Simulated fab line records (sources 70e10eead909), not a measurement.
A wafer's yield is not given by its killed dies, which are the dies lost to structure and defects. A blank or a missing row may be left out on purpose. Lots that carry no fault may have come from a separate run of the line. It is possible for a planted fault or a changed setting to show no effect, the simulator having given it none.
Comparing a struck lot with a sound one :: flow nand harc :: 15 steps out of a route of 1159
Sound: wafers L970.2, L970.3, L970.4. Wafers struck: L985.1, L985.4, L985.5. The cause is given at the end.
Order at every step that has rows: each side's tool, ch and its chambers, its first start. Under that, the readings that differ: sound wafers :: struck wafers :: difference of the means :: sigmas: that difference in standard deviations of wafers without a fault.
alike: words and numbers the same on both sides, and readings whose means are apart by under 2 such deviations; not compared: readings that were withheld, readings missing a value for some wafer, numbers with overlapping values and no deviation given by the record, and bounds like >300 which may hide the same value.
A row with sigmas, a row that says differs or no value, or rows on one side alone: a step with any of these is where the two part. When numbers do not overlap yet have no deviation, they are printed without sigmas and do not part them. Lack of a reading on every wafer of one side parts them only where that side has two or more wafers.

first, 4 steps without rows for these wafers: NHARC_P_GATE_EBR_07; NHARC_P_GATE_EXPOSE_08 (exposes mask P HV); NHARC_P_GATE_PEB_09 (peb time 85 s); NHARC_P_GATE_DEVELOP_10 (time 70 s).
NHARC_P_GATE_CD_MEAS_11 targets a cd of 1640 nm.
  sound on cd sem-03 ch 0, day 4 06:47; struck on cd sem-02 ch 0, day 7 20:01
  alike: cd nm
then, 1 step without rows for these wafers: NHARC_P_GATE_HARDBAKE_12 (time 80 s).
NHARC_P_GATE_DESCUM_13: chemistry O2, time 3 s.
  sound on rie diel-11 ch 0,2,3, day 4 07:07; struck on rie diel-11 ch 0,1,2, day 7 20:12
  alike: drypump motor current A, oes product au, rf vpp V, showerhead plenum p Torr, throttle valve pct
  not compared: rf hours counter h
then, 5 steps without rows for these wafers: NHARC_P_GATE_ETCH_14 (etches SiO2 in dHF, target depth 48.8 nm); NHARC_P_GATE_STRIP_15 (strips in SPM, time 780 s); NHARC_P_GATE_PRECLEAN_71 (cleans in SC1); NHARC_P_GATE_SRD_72; NHARC_P_GATE_OXIDE_16 (material SiO2, target thk 3 nm, ox time 392 s).
NHARC_P_GATE_CVD_17: deposits poly-Si, target thk 150 nm, time 900 s.
  sound on lpcvd poly-03 ch 0, day 4 16:47; struck on lpcvd poly-01, day 8 05:50
  no value came back on the struck wafers for run length s (s), spike tc bottom C (C), zone power bottom pct (%); on the sound wafers run length s (s) reads 900.8 900.8 900.8
NHARC_P_GATE_HM_DEP_102: deposits aC, target thk 120 nm.
  sound on acl dep-02 ch 0, day 4 20:50; struck on acl dep-01 ch 0, day 8 12:31
  alike: throttle valve pct
-- jump in the record: it breaks off in module P_GATE and resumes in module END (first step shown: number 1159 of the route), and 14 days separate the struck wafers' starts before and after --
NHARC_END_SORT_01:
  only the struck wafers appear in the record here, on prober-02 ch 0 at day 22 11:43; the sound ones have no rows

## WHERE THEY PART
Last at NHARC_END_SORT_01 as far as this record goes, first at NHARC_P_GATE_CVD_17.

WHY: what had been put in by the simulator
Skipped step whole: lpcvd poly-01, from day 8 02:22 on, at NHARC_P_GATE_CVD_17. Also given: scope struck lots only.
